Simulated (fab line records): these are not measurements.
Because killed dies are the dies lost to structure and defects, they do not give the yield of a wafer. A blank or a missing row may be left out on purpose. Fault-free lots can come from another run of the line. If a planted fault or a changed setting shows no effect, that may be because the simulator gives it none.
What tool caused it? -- flow n5_finfet -- Sampling: 9 lots, 26 wafers, 3 of 1938 route steps

WHAT THE GAUGES SHOWED, per wafer
N5_BEOL_M4_RC_MEAS_101.
lot,measured,on,DIBL_N (mV/V),DIBL_P (mV/V),IOFF_N (nA/um),IOFF_P (nA/um),ION_N (uA/um),ION_P (uA/um),SS_N (mV/dec),SS_P (mV/dec),VT_N (mV),VT_P (mV)
L856,day 8 12:53,prober-02,35.2 37.0 37.2,35.1 38.1 37.3,0.120 0.155 0.149,0.163 0.207 0.193,662 671 659,455 468 450,70.9 71.2 71.6,72.3 72.6 73.2,255.4 251.9 250.1,-253.8 -251.8 -251.3
L858,day 8 20:23,prober-02,33.8 33.5 33.9,34.7 34.5 35.1,0.143 0.133 0.139,0.199 0.186 0.199,667 672 663,461 464 464,71.0 71.5 70.9,72.4 72.5 72.8,250.9 250.1 250.9,-250.0 -250.8 -250.2
L859,day 9 18:23,prober-02,36.5 35.0 36.1,37.3 36.3 37.1,0.167 0.150 0.163,0.198 0.182 0.197,677 679 680,461 452 462,70.8 71.0 71.5,74.3 73.0 73.2,249.8 252.0 248.3,-253.7 -254.3 -251.2
L862,day 10 14:52,prober-02,36.6 37.2 36.1,35.2 36.9 34.5,0.144 0.167 0.141,0.217 0.244 0.198,665 671 659,462 464 449,71.6 72.1 71.9,73.5 74.2 72.5,252.7 248.3 253.3,-248.6 -249.5 -251.8
L866,day 11 08:07,prober-02,37.6 36.9,37.3 36.6,0.206 0.182,0.217 0.209,678 682,458 458,71.8 71.3,73.2 72.6,244.2 246.1,-253.5 -251.4
L875,day 13 17:34,prober-01,36.5 35.8 36.4,36.4 35.8 36.3,0.174 0.162 0.172,0.228 0.218 0.228,688 681 677,471 469 468,71.9 72.0 71.1,72.9 72.9 72.5,246.3 248.6 245.5,-248.1 -249.2 -247.2
L877,day 14 01:35,prober-02,35.1 35.0 35.1,35.8 36.8 36.6,0.128 0.132 0.138,0.167 0.175 0.171,669 668 672,455 454 456,71.1 71.7 71.8,73.3 73.4 73.2,255.3 253.2 252.9,-254.2 -253.3 -257.5
L878,day 14 19:56,prober-01,41.0 37.6 38.4,40.4 35.8 36.5,0.248 0.157 0.177,0.306 0.216 0.238,686 667 669,469 459 455,72.2 72.2 71.4,74.8 73.7 74.4,245.1 251.9 249.1,-245.4 -252.3 -249.1
L879,day 14 22:47,prober-02,35.3 35.2 35.9,34.3 34.4 35.3,0.134 0.130 0.146,0.219 0.216 0.240,657 667 678,466 471 477,71.6 71.4 71.1,73.2 72.1 73.7,252.8 249.9 251.0,-247.0 -247.9 -244.7

N5_PASSIVATION_CD_MEAS_44: target cd 40000 nm.
lot,measured,on,cd_nm (nm)
L856,day 13 00:17,cd_sem-03,39999 39997 40000
L858,day 13 11:20,cd_sem-01,40000 40000 40002
L859,day 14 09:05,cd_sem-02,40002 39999 39999
L862,day 14 20:09,cd_sem-01,39998 39994 39998
L866,day 15 21:55,cd_sem-03,39997 39997
L875,day 18 03:33,cd_sem-02,39999 39997 39994
L877,day 18 15:07,cd_sem-01,39996 39997 39995
L878,day 19 05:34,cd_sem-03,39995 40002 40002
L879,day 19 13:09,cd_sem-02,40003 40000 39999

EACH LOT AND THE TOOL THAT RAN IT (in order: tool; ch and the chambers of the sampled wafers; start)
lot,N5_PASSIVATION_PECVD_35
L856,"pecvd-04 ch 0,1,2, day 12 23:52"
L858,"pecvd-01 ch 0,1,2, day 13 10:54"
L859,"pecvd-03 ch 0,1,2, day 14 08:32"
L862,"pecvd-03 ch 0,2, day 14 19:36"
L866,"pecvd-04 ch 0, day 15 21:21"
L875,"pecvd-03 ch 1,2, day 18 03:07"
L877,"pecvd-01 ch 1,2, day 18 14:34"
L878,"pecvd-04 ch 0,1,2, day 19 05:01"
L879,"pecvd-03 ch 1,2, day 19 12:32"
- N5_PASSIVATION_PECVD_35: deposits SiNx from SiH4/NH3/N2, target thk 700 nm, time 151.3 s.

WHAT THE TOOLS THEMSELVES READ (means of the sampled wafers that have a number; where no wafer has one, the mark that the record gives instead)
N5_PASSIVATION_PECVD_35.
lot,tool,chamber_pressure_Torr (Torr),heater_power_w (W),showerhead_plenum_p_Torr (Torr),throttle_valve_pct (%)
L856,pecvd-04,4.897,365,8.70,29.2
L858,pecvd-01,4.905,248,8.68,30.1
L859,pecvd-03,4.902,343,8.69,29.6
L862,pecvd-03,4.900,364,8.69,27.6
L866,pecvd-04,4.913,414,8.65,28.2
L875,pecvd-03,4.903,350,8.70,31.6
L877,pecvd-01,4.902,288,8.66,29.8
L878,pecvd-04,4.893,345,8.72,29.6
L879,pecvd-03,4.908,350,8.68,29.8

THE ANSWER, worked out from the rows above alone
Rule: the usual values come from the lots themselves. The widest of any qualifying gaps counts: lots, ordered by their means at a reading, are off when they make up no more than a third of the lots, leave a main group of 4 or more, and stand apart from it by 3 or more times the standard deviation of that group's means. The tables above print the reading to a certain number of digits; a main group whose means all agree to those digits is not used. A lot without any number at a reading at which 4 lots or more have one is off too. All remaining lots with rows at the step are treated as sound. Order of review: gauges by route order, followed by the tools' own readings, for which a lot's mean as printed above is used. The first step at which some lot is off is used, and at that step the reading that is off furthest; a lot without a number counts as furthest.
Across all readings shown, no lot is off: no conclusion can be drawn from this.

WHAT WAS PUT IN BY THE SIMULATOR
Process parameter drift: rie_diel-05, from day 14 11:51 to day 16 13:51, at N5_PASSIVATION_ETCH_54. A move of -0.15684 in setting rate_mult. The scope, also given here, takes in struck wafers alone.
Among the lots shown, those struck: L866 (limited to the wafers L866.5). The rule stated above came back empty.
